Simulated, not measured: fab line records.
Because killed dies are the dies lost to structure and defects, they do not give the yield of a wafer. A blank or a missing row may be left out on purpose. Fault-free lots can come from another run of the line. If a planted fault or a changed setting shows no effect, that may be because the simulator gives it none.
Matching of chambers    flow n5Finfet    N5_BEOL_M7_ETCH_72 on rieDiel-02 has 4 sister chambers
The step etches underlayer in N2/H2, target depth 6.5 nm, time 5.2 s. 8 wafers are shown with their chamber, then 11 later ones without.

## WAFERS PAIRED WITH THEIR CHAMBERS
wafer   chamber  showerheadPlenumPTorr (Torr)  throttleValvePct (%)
L080.4  2        2.43                          17.86
L083.4  2        2.43                          17.89
L083.6  0        2.61                          17.40
L090.4  3        2.57                          18.26
L090.5  0        2.60                          17.40
L088.1  3        2.57                          18.26
L088.6  1        2.69                          17.89
L092.1  1        2.69                          17.88

## WAFERS MISSING THEIR CHAMBER
wafer   showerheadPlenumPTorr (Torr)  throttleValvePct (%)
L092.2  2.60                          17.45
L092.6  2.42                          17.93
L091.1  2.56                          18.25
L091.2  2.60                          17.44
L091.6  2.57                          18.28
L093.1  2.60                          17.44
L093.4  2.42                          17.91
L093.6  2.42                          17.93
L096.2  2.60                          17.45
L096.4  2.56                          18.27
L096.5  2.60                          17.44

## EACH ONE'S CHAMBER
wafer   from the rows above  in truth
L092.2  0                    0
L092.6  2                    2
L091.1  3                    3
L091.2  0                    0
L091.6  3                    3
L093.1  0                    0
L093.4  2                    2
L093.6  2                    2
L096.2  0                    0
L096.4  3                    3
L096.5  0                    0
11 of 11 placed correctly. Can't be placed from these rows: 0. Wrongly placed: 0.
How it was worked out, from the rows above alone: a wafer's distance from a chamber is the root of the sum, over the readings, of the square of ((its reading less the chamber's mean) divided by the reading's scatter). If the next closest chamber is less than 2 further off than the closest, the wafer can't be placed; otherwise it belongs to the closest. For every chamber, the mean is computed from those of its wafers that are shown. The scatter: the root of (the sum of the squares of (reading less its chamber's mean) over the shown wafers, divided by (wafers less chambers)).
